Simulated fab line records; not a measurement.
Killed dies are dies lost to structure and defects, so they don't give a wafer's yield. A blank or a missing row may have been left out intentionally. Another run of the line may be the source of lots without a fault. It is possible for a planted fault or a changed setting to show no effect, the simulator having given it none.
Chamber matching | flow nand harc | rie diel-01 running NHARC_A_STAIRCASE_DESCUM_219: 4 sister chambers
The step chemistry O2, time 3 s. 4 wafers are shown with their chamber, then 9 later ones without.

WAFERS, EACH WITH ITS CHAMBER
wafer  | chamber | showerhead plenum p Torr (Torr)
L081.6 | 2       | 1.89
L085.4 | 1       | 1.99
L084.1 | 0       | 1.93
L084.6 | 3       | 1.80

WAFERS MISSING THEIR CHAMBER
wafer  | showerhead plenum p Torr (Torr)
L089.1 | 1.98
L089.2 | 1.88
L089.4 | 1.93
L091.4 | 1.92
L091.5 | 1.92
L091.6 | 1.98
L096.2 | 1.88
L096.5 | 1.92
L096.6 | 1.79

WHICH CHAMBER EACH ONE RAN IN
wafer  | from the rows above | in truth
L089.1 | 1                   | 1
L089.2 | 2                   | 2
L089.4 | 0                   | 0
L091.4 | 0                   | 0
L091.5 | 0                   | 0
L091.6 | 1                   | 1
L096.2 | 2                   | 2
L096.5 | 0                   | 0
L096.6 | 3                   | 3
Correctly placed: 9 of 9. Left unplaced by these rows: 0. Placed wrongly: 0.
How it was worked out, from the rows above alone: a wafer's distance from a chamber is the root of the sum, over the readings, of the square of ((its reading less the chamber's mean) divided by the reading's scatter). If the next closest chamber is less than 2 further off than the closest, the wafer can't be placed; otherwise it belongs to the closest. For every chamber, the mean is computed from those of its wafers that are shown. The scatter: root of mean squared gap, hidden wafer to nearest shown wafer, with one shown wafer a chamber.
